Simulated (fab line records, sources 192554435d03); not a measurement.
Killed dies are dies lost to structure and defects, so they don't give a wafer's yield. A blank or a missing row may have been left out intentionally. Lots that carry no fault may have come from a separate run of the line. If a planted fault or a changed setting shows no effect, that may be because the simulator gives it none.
fab line records ; flow n5Finfet
[record] lots = 9; wafers = 27; lastDay = 17
route steps=1938 shown BEOL_M11@1537 BEOL_M12@1602 PASSIVATION@1936
lots that met no fault: from a run of the same line without faults
startH: start of the lot's first displayed wafer, in hours after the record's first day ; waitH: hours elapsed since this lot's preceding step ; " same as the row above ; L1.1+2: one row covering several wafers at once ; - either no value or no given start ; * or withheld: withheld ; < > ~ a bound
route shown NAME@n: names a module that has steps shown in the file, with the first one's number in the route ; usual: average and standard deviation across the fault-free wafers ; same: alike in all rows ; chamber/n: place in a boat ; sites: per-site readings ; _std_site: their standard deviation ; _edge_site: inner sites' mean taken away from outer sites' mean ; radiusMm: how far each site lies from the wafer's centre ; mask NAME#n: copy n ; behind: tool/chamber where the wafer was last shaped ; hold: why the lot went on hold/how many hours it stayed there/how the hold came to an end ; device: the n, p or np transistor that did not switch ; end of line: at the end of the route, the tests of the same wafers ; a step without rows: its recipe alone ; killed: the dies lost at the first sort to structure and to defects; this is not the yield of the wafer ; map: a wafer's dies, marking killed ones x, the rest . and places with no die _
set.NAME: the setting that was run; set.NAME@STEP: the one run at that earlier step ; model.NAME: the simulator's own value behind a step, which no gauge read
a sample of lots followed through the steps of the route, with each step as a table and each wafer as a row
services: the hour from which a tool's chamber was out of use, counted from the record's first day as startH (under 0 if before that day), plus the number of hours and why
[[steps]]
[step N5_BEOL_M11_CURE_71]
[recipe] tempC = 385; timeS = 240; ambient = He/Ar; material = SiCOH_lowk
[usual] lampPowerPct = 52.31/0.059; wafer_temp_C_max = 386.6/0.54
lot.wafer;tool;chamber;startH;waitH;lampPowerPct;wafer_temp_C_max
L544.1;uvCure-01;0;235.56;0.1;52.31;386.4
L544.2;uvCure-01;0;235.56;0.1;52.31;387.0
L544.5;uvCure-01;0;235.56;0.1;52.34;386.2
L545.1;uvCure-01;2;252.86;0.0;52.24;386.0
L545.3;uvCure-01;2;252.86;0.0;52.35;386.3
L545.5;uvCure-01;2;252.86;0.0;52.23;385.9
L548.3;uvCure-02;2;255.19;0.2;52.37;387.3
L548.4;uvCure-02;2;255.19;0.2;52.31;386.6
L548.5;uvCure-02;2;255.19;0.2;52.24;386.3
L549.2;uvCure-03;0;274.12;0.1;52.36;386.7
L549.3;uvCure-03;0;274.12;0.1;52.22;386.9
L549.6;uvCure-03;0;274.12;0.1;52.36;387.6
L557.3;uvCure-02;1;316.21;0.2;52.25;387.1
L557.4;uvCure-02;1;316.21;0.2;52.32;386.8
L557.6;uvCure-02;1;316.21;0.2;52.27;386.0
L562.1;uvCure-01;2;349.28;0.0;52.33;385.6
L562.4;uvCure-01;2;349.28;0.0;52.32;386.3
L562.5;uvCure-01;2;349.28;0.0;52.36;386.7
L560.3;uvCure-01;2;353.82;0.2;52.24;386.2
L560.4;uvCure-01;2;353.82;0.2;52.33;386.7
L560.6;uvCure-01;2;353.82;0.2;52.40;386.1
L561.1;uvCure-03;0;354.48;0.1;52.38;386.5
L561.4;uvCure-03;0;354.48;0.1;52.33;386.7
L561.6;uvCure-03;0;354.48;0.1;52.35;387.5
L563.3;uvCure-02;0;367.38;0.2;52.38;386.6
L563.4;uvCure-02;0;367.38;0.2;52.31;386.9
L563.6;uvCure-02;0;367.38;0.2;52.26;386.8
[step N5_BEOL_M11_STRIP_19]
[recipe] chemistry = O2; powerW = 400; tempC = 40; pressureMtorr = 30; rfFrequencyHz = 6e+07; biasPowerW = 0; overashFraction = 0.2; o2FlowSccm = 225
[usual] drypumpMotorCurrentA = 5.7/0.51; oesProductAu = 0.80/0.084; rfVppV = 3.6/0.61; showerheadPlenumPTorr = 2.07/0.062; tempC = 40.01/0.1; throttleValvePct = 16.58/0.16
lot.wafer;tool;chamber;startH;waitH;drypumpMotorCurrentA;oesProductAu;rfHoursCounterH;rfVppV;showerheadPlenumPTorr;tempC;throttleValvePct
L544.1;rieDiel-01;0;237.89;0.2;5.7;0.73;167;2.8;2.18;39.83;16.83
L544.2;rieDiel-01;3;237.89;0.2;4.7;0.82;109;2.9;2.03;39.87;16.52
L544.5;rieDiel-01;1;237.89;0.2;5.8;0.75;-;4.0;2.00;40.06;16.42
L545.1;rieDiel-06;3;254.95;0.1;5.9;0.81;78;5.5;2.04;40.14;16.46
L545.3;rieDiel-06;1;254.95;0.1;6.6;0.86;70;4.2;2.21;39.87;16.62
L545.5;rieDiel-06;3;254.95;0.1;5.9;0.82;-;2.8;2.04;40.04;16.47
L548.3;rieDiel-02;2;257.90;0.1;6.0;0.92;34;4.4;2.06;39.98;16.64
L548.4;rieDiel-02;3;257.90;0.1;5.6;0.69;226;3.9;2.16;40.07;16.77
L548.5;rieDiel-02;0;257.90;0.1;5.9;0.70;-;4.4;2.06;40.05;16.80
L549.2;rieDiel-01;2;277.45;0.2;4.9;0.78;105;3.2;2.04;40.10;16.52
L549.3;rieDiel-01;3;277.45;0.2;4.7;0.80;122;2.7;2.03;40.07;16.56
L549.6;rieDiel-01;3;277.45;0.2;4.7;0.80;-;3.8;2.02;40.00;16.55
L557.3;rieDiel-06;0;318.52;0.1;5.8;0.88;55;3.4;2.05;40.07;16.48
L557.4;rieDiel-06;1;318.52;0.1;6.6;0.83;-;3.4;2.20;40.02;16.67
L557.6;rieDiel-06;3;318.52;0.1;5.9;0.79;-;3.0;2.03;39.93;16.49
L562.1;rieDiel-01;2;352.75;0.2;5.0;0.76;124;4.2;2.03;40.10;16.54
L562.4;rieDiel-01;0;352.75;0.2;5.7;0.70;205;2.3;2.17;39.94;16.94
L562.5;rieDiel-01;3;352.75;0.2;4.7;0.77;-;3.8;2.02;40.05;16.60
L560.3;rieDiel-01;0;356.99;0.1;5.8;0.70;206;3.5;2.17;40.06;16.93
L560.4;rieDiel-01;2;356.99;0.1;4.9;0.76;125;3.4;2.03;39.92;16.58
L560.6;rieDiel-01;3;356.99;0.1;4.7;0.76;-;3.8;2.02;39.92;16.59
L561.1;rieDiel-01;2;357.03;0.1;4.9;0.76;125;3.8;2.03;40.20;16.55
L561.4;rieDiel-01;3;357.03;0.1;4.7;0.78;148;4.3;2.02;40.14;16.59
L561.6;rieDiel-01;2;357.03;0.1;4.9;0.77;-;3.3;2.03;40.14;16.54
L563.3;rieDiel-06;1;371.86;0.2;6.6;0.82;103;3.4;2.19;39.85;16.69
L563.4;rieDiel-06;2;371.86;0.2;5.6;0.90;14;3.0;2.06;40.09;16.13
L563.6;rieDiel-06;0;371.86;0.2;5.8;0.85;-;3.7;2.05;40.03;16.51
[step N5_BEOL_M12_ILD_DEP_00]
[recipe] material = SiOC; targetThkA = 6589.2; tempC = 350; precursor = DEMS/O2; pressureTorr = 5; rfW = 500; timeS = 130.7
[usual] chamberPressureTorr = 5.000/0.011; heaterPowerW = 454/47; showerheadPlenumPTorr = 5.696/0.013; throttleValvePct = 12.2/0.76
lot.wafer;tool;chamber;startH;waitH;chamberPressureTorr;heaterPowerW;showerheadPlenumPTorr;throttleValvePct
L544.1;pecvd-03;2;242.65;0.0;4.999;503;5.659;10.5
L544.2;pecvd-03;0;242.65;0.0;4.990;514;5.697;11.2
L544.5;pecvd-03;2;242.65;0.0;5.014;518;5.672;10.3
L545.1;pecvd-01;0;259.22;0.0;4.995;457;5.700;12.2
L545.3;pecvd-01;1;259.22;0.0;5.002;515;5.697;12.8
L545.5;pecvd-01;2;259.22;0.0;5.016;423;5.690;12.0
L548.3;pecvd-04;0;263.10;0.0;4.993;431;5.716;12.7
L548.4;pecvd-04;0;263.10;0.0;4.992;433;5.717;12.9
L548.5;pecvd-04;1;263.10;0.0;5.008;522;5.662;12.8
L549.2;pecvd-04;2;282.82;0.0;4.990;441;5.695;10.8
L549.3;pecvd-04;1;282.82;0.0;4.997;455;5.689;12.5
L549.6;pecvd-04;0;282.82;0.0;4.983;416;5.705;13.0
L557.3;pecvd-01;2;325.79;0.0;4.993;460;5.690;12.1
L557.4;pecvd-01;1;325.79;0.0;4.998;420;5.728;13.2
L557.6;pecvd-01;0;325.79;0.0;5.000;419;5.705;12.1
L562.1;pecvd-01;1;357.97;0.0;5.010;442;5.716;12.9
L562.4;pecvd-01;1;357.97;0.0;5.015;466;5.701;13.1
L562.5;pecvd-01;0;357.97;0.0;5.007;367;5.714;12.0
L561.1;pecvd-01;2;363.17;0.0;5.021;449;5.696;12.4
L561.4;pecvd-01;1;363.17;0.0;5.018;431;5.703;13.3
L561.6;pecvd-01;0;363.17;0.0;5.002;367;5.692;12.0
L560.3;pecvd-03;0;363.95;0.0;5.002;444;5.708;11.4
L560.4;pecvd-03;0;363.95;0.0;5.001;456;5.700;11.5
L560.6;pecvd-03;1;363.95;0.0;5.000;493;5.702;11.7
L563.3;pecvd-04;0;377.28;0.0;5.017;450;5.685;12.9
L563.4;pecvd-04;0;377.28;0.0;4.999;355;5.698;12.6
L563.6;pecvd-04;2;377.28;0.0;5.002;471;5.675;11.4
[step N5_BEOL_M12_THK_MEAS_01]
[recipe] reads = SiOC_of_BEOL_M12_ILD_DEP_00
[usual] M12_ILD_THK = 658/7.7
lot.wafer;tool;chamber;startH;waitH;M12_ILD_THK[nm]
L544.1;filmMetro-01;-;242.78;0.1;651
L544.2;filmMetro-01;-;242.78;0.1;651
L544.5;filmMetro-01;-;242.78;0.1;662
L545.1;filmMetro-01;-;259.35;0.1;653
L545.3;filmMetro-01;-;259.35;0.1;659
L545.5;filmMetro-01;-;259.35;0.1;671
L548.3;filmMetro-01;-;263.23;0.1;647
L548.4;filmMetro-01;-;263.23;0.1;665
L548.5;filmMetro-01;-;263.23;0.1;663
L549.2;filmMetro-01;-;282.96;0.1;663
L549.3;filmMetro-01;-;282.96;0.1;664
L549.6;filmMetro-01;-;282.96;0.1;671
L557.3;filmMetro-02;-;325.92;0.1;655
L557.4;filmMetro-02;-;325.92;0.1;664
L557.6;filmMetro-02;-;325.92;0.1;667
L562.1;filmMetro-02;-;358.10;0.1;653
L562.4;filmMetro-02;-;358.10;0.1;660
L562.5;filmMetro-02;-;358.10;0.1;881
L561.1;filmMetro-01;-;363.30;0.1;656
L561.4;filmMetro-01;-;363.30;0.1;667
L561.6;filmMetro-01;-;363.30;0.1;880
L560.3;filmMetro-02;-;364.09;0.1;655
L560.4;filmMetro-02;-;364.09;0.1;663
L560.6;filmMetro-02;-;364.09;0.1;660
L563.3;filmMetro-01;-;377.41;0.1;649
L563.4;filmMetro-01;-;377.41;0.1;665
L563.6;filmMetro-01;-;377.41;0.1;664
[step N5_BEOL_M12_INSPECT_12]
[recipe] mode = adi; inspectInstrument = macro
[usual] rawDefectCount = 2/1.2
lot.wafer;tool;chamber;startH;waitH;rawDefectCount
L544.1;defectInspect-02;-;243.26;0.0;2
L544.2;defectInspect-02;-;243.26;0.0;2
L544.5;defectInspect-02;-;243.26;0.0;2
L545.1;defectInspect-02;-;259.84;0.0;1
L545.3;defectInspect-02;-;259.84;0.0;3
L545.5;defectInspect-02;-;259.84;0.0;1
L548.3;defectInspect-02;-;263.71;0.0;1
L548.4;defectInspect-02;-;263.71;0.0;1
L548.5;defectInspect-02;-;263.71;0.0;0
L549.2;defectInspect-01;-;283.44;0.0;0
L549.3;defectInspect-01;-;283.44;0.0;0
L549.6;defectInspect-01;-;283.44;0.0;0
L557.3;defectInspect-01;-;326.40;0.0;1
L557.4;defectInspect-01;-;326.40;0.0;4
L557.6;defectInspect-01;-;326.40;0.0;4
L562.1;defectInspect-01;-;358.59;0.0;0
L562.4;defectInspect-01;-;358.59;0.0;1
L562.5;defectInspect-01;-;358.59;0.0;2
L561.1;defectInspect-02;-;363.80;0.0;2
L561.4;defectInspect-02;-;363.80;0.0;0
L561.6;defectInspect-02;-;363.80;0.0;2
L560.3;defectInspect-01;-;364.57;0.0;3
L560.4;defectInspect-01;-;364.57;0.0;3
L560.6;defectInspect-01;-;364.57;0.0;3
L563.3;defectInspect-01;-;377.77;0.0;2
L563.4;defectInspect-01;-;377.77;0.0;1
L563.6;defectInspect-01;-;377.77;0.0;3
[step N5_BEOL_M12_STRIP_63]
[recipe] chemistry = N2/H2; powerW = 1000; tempC = 250; h2Frac = 0.65; overashFraction = 0.3; pressureMtorr = 1000; n2FlowSccm = 1750; h2FlowSccm = 3250
[usual] drypumpMotorCurrentA = 5.64/0.23; heaterPowerW = 348/27; oesProductAu = 0.694/0.0047; stripTimeToEndpointS = 42.6/0.77; tempC = 250.01/0.18
lot.wafer;tool;chamber;startH;waitH;drypumpMotorCurrentA;heaterPowerW;oesProductAu;rfHoursCounterH;stripTimeToEndpointS;tempC
L544.1;plasmaAsher-01;1;243.58;-;5.75;345;0.700;125;43.4;249.59
L544.2;plasmaAsher-01;0;243.58;-;5.83;360;0.695;125;42.9;250.27
L544.5;plasmaAsher-01;0;243.58;-;5.84;357;0.694;-;42.2;250.15
L545.1;plasmaAsher-02;0;260.24;-;5.22;385;0.697;68;42.0;250.33
L545.3;plasmaAsher-02;0;260.24;-;5.23;387;0.687;-;42.2;250.26
L545.5;plasmaAsher-02;0;260.24;-;5.22;373;0.690;-;41.4;250.45
L548.3;plasmaAsher-01;0;264.06;-;5.83;349;0.703;-;44.0;249.92
L548.4;plasmaAsher-01;1;264.06;-;5.74;338;0.698;-;42.0;250.02
L548.5;plasmaAsher-01;1;264.06;-;5.72;344;0.693;-;41.8;249.80
L549.2;plasmaAsher-02;0;283.76;-;5.26;386;0.698;72;42.4;250.09
L549.3;plasmaAsher-02;1;283.76;-;5.72;311;0.694;-;42.2;249.97
L549.6;plasmaAsher-02;0;283.76;-;5.26;386;0.687;-;41.8;250.06
L557.3;plasmaAsher-02;0;326.84;-;5.23;385;0.696;-;42.9;250.13
L557.4;plasmaAsher-02;1;326.84;-;5.67;307;0.696;-;42.3;250.34
L557.6;plasmaAsher-02;0;326.84;-;5.23;387;0.692;-;41.9;249.89
L562.1;plasmaAsher-01;0;358.94;-;5.83;356;0.693;150;42.8;249.96
L562.4;plasmaAsher-01;0;358.94;-;5.83;354;0.689;-;42.6;250.01
L562.5;plasmaAsher-01;0;358.94;-;5.83;358;0.672;-;23.8;250.08
L561.1;plasmaAsher-02;0;364.19;-;5.24;384;0.692;87;41.8;249.93
L561.4;plasmaAsher-02;1;364.19;-;5.71;309;0.690;-;41.6;250.07
L561.6;plasmaAsher-02;0;364.19;-;5.24;384;0.667;-;23.5;250.00
L560.3;plasmaAsher-01;0;364.91;-;5.81;347;0.688;-;42.7;249.78
L560.4;plasmaAsher-01;1;364.91;-;5.74;344;0.692;-;41.9;249.82
L560.6;plasmaAsher-01;0;364.91;-;5.82;353;0.694;-;42.0;250.04
L563.3;plasmaAsher-02;0;378.30;-;5.22;386;0.702;-;43.9;249.96
L563.4;plasmaAsher-02;1;378.30;-;5.73;313;0.696;-;42.0;249.93
L563.6;plasmaAsher-02;0;378.30;-;5.22;393;0.689;-;42.7;250.10
[step N5_PASSIVATION_PROBE_49]
[usual] defectLimitedYield = 91.3/1.4; killed_at_M0_to_M3 = 35/11; killed_at_M4_up = 14/5.4; killedAtContacts = 12/6.2; killedAtFrontEnd = 38/11; killedAtOther = 4.1/2.8; killedDies = 103/17; killedOpen = 66/13; killedShort = 34/8.2; sort_bin_5_function = 5.1/0.89; sort_bin_6_memory = 3.3/0.72; sort_bin_8_speed = 0.00/0.0099; sortNPass = 1077/17; sortYieldPct = 91.3/1.4
[same] grossDies = 1180; killedAtBackSide = 0; sort_bin_4_leakage[%] = 0
lot.wafer;tool;chamber;startH;waitH;defectLimitedYield[%];killed_at_M0_to_M3;killed_at_M4_up;killedAtContacts;killedAtFrontEnd;killedAtOther;killedDies;killedOpen;killedShort;sort_bin_5_function[%];sort_bin_6_memory[%];sort_bin_8_speed[%];sortNPass;sortYieldPct[%]
L545.1;prober-01;-;294.22;0.6;92.7;29;7;10;34;6;86;61;21;4.3;2.8;0;1094;92.7
L545.3;prober-01;-;294.32;0.7;92.4;32;13;9;35;1;90;65;20;4.3;3.1;0;1090;92.4
L545.5;prober-01;-;294.42;0.8;92.3;32;11;4;36;8;91;62;26;4.7;3.0;0;1089;92.3
L563.4;prober-01;-;414.27;0.2;91.4;41;17;4;34;6;102;66;34;4.7;3.9;0;1078;91.4
// killed by level:class
L545.1 STI_FIN_REVEAL:geometricParticle:open=11 BEOL_M2:geometricParticle:open=7 MOL_CONTACT_COAG:geometricParticle:open=6 DUMMY_GATE:geometricParticle:open=6 BEOL_M3:geometricParticle:open=5 MOL_CONTACT_COAG:geometricParticle:short=4 FIN_SAQP:geometricParticle:open=3 STI_FIN_REVEAL:geometricParticle:short=3
L545.3 BEOL_M2:geometricParticle:open=10 MOL_CONTACT_COAG:geometricParticle:open=9 BEOL_M3:geometricParticle:open=8 STI_FIN_REVEAL:geometricParticle:open=7 BEOL_M4:geometricParticle:open=6 FIN_SAQP:geometricParticle:short=4 GATE_CUT:geometricParticle:short=4 GATE_CUT:geometricParticle:open=4
L545.5 BEOL_M2:geometricParticle:open=10 FIN_SAQP:geometricParticle:open=6 BEOL_M1:geometricParticle:open=6 STI_FIN_REVEAL:geometricParticle:open=5 GATE_CUT:geometricParticle:short=5 BEOL_M4:geometricParticle:open=5 FIN_SAQP:geometricParticle:short=4 MOL_CONTACT_COAG:geometricParticle:open=4
L563.4 BEOL_M0_SAQP:geometricParticle:short=17 FIN_SAQP:geometricParticle:open=15 BEOL_M0_SAQP:geometricParticle:open=10 BEOL_M3:geometricParticle:open=6 BEOL_M4:geometricParticle:open=6 STI_FIN_REVEAL:geometricParticle:open=5 BEOL_M5:geometricParticle:open=5 MOL_CONTACT_COAG:geometricParticle:open=3
[[services]]
tool;chamber;startH;hours;kind
uvCure-01;-;213.00;2.8;pm
rieDiel-02;-;215.56;14.6;pm
rieDiel-01;-;231.04;0.4;repair
uvCure-03;-;249.33;2.1;pm
pecvd-04;-;249.40;0.3;repair
rieDiel-06;-;276.05;14.6;pm
pecvd-01;1;277.97;7.5;repair
rieDiel-02;-;279.98;0.2;repair
uvCure-02;-;286.34;2.8;pm
pecvd-04;-;292.55;1.2;repair
pecvd-03;-;294.43;10.2;repair
uvCure-02;-;297.02;10.8;repair
pecvd-01;2;297.85;5.0;scheduledDown
plasmaAsher-02;-;298.53;11.6;pm
rieDiel-06;2;307.59;1.2;repair
rieDiel-02;0;316.35;5.3;repair
plasmaAsher-02;-;320.96;0.4;repair
uvCure-01;-;334.80;7.5;pm
rieDiel-06;2;335.32;3.3;repair
uvCure-01;-;342.35;2.1;pm
pecvd-01;2;352.07;5.5;scheduledDown
rieDiel-02;3;363.11;7.7;repair
plasmaAsher-01;-;368.04;14.6;pm
pecvd-01;-;373.48;1.0;repair
[[key]]
[firstSign] step = N5_BEOL_M12_THK_MEAS_01; reading = M12_ILD_THK; direction = up; sigmas = 29; usual = 658; struck = 880
[effect] step = N5_BEOL_M12_STRIP_63; reading = stripTimeToEndpointS; direction = down; sigmas = 25; usual = *; struck = *
metAt N5_BEOL_M12_ILD_DEP_00
struckLots L561,L562
struckWafers L561.6,L562.5
notActingAt N5_BEOL_M11_CURE_71,N5_BEOL_M11_STRIP_19,N5_BEOL_M12_INSPECT_12
onsetBetween 325.79 357.97
[fault] kind = processParameterDrift; tool = pecvd-01; chamber = 0; onsetH = 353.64; steps = N5_BEOL_M12_ILD_DEP_00; channel = targetThkA; offset = *; shape = step; endH = 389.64; actsIn = *; stated = *
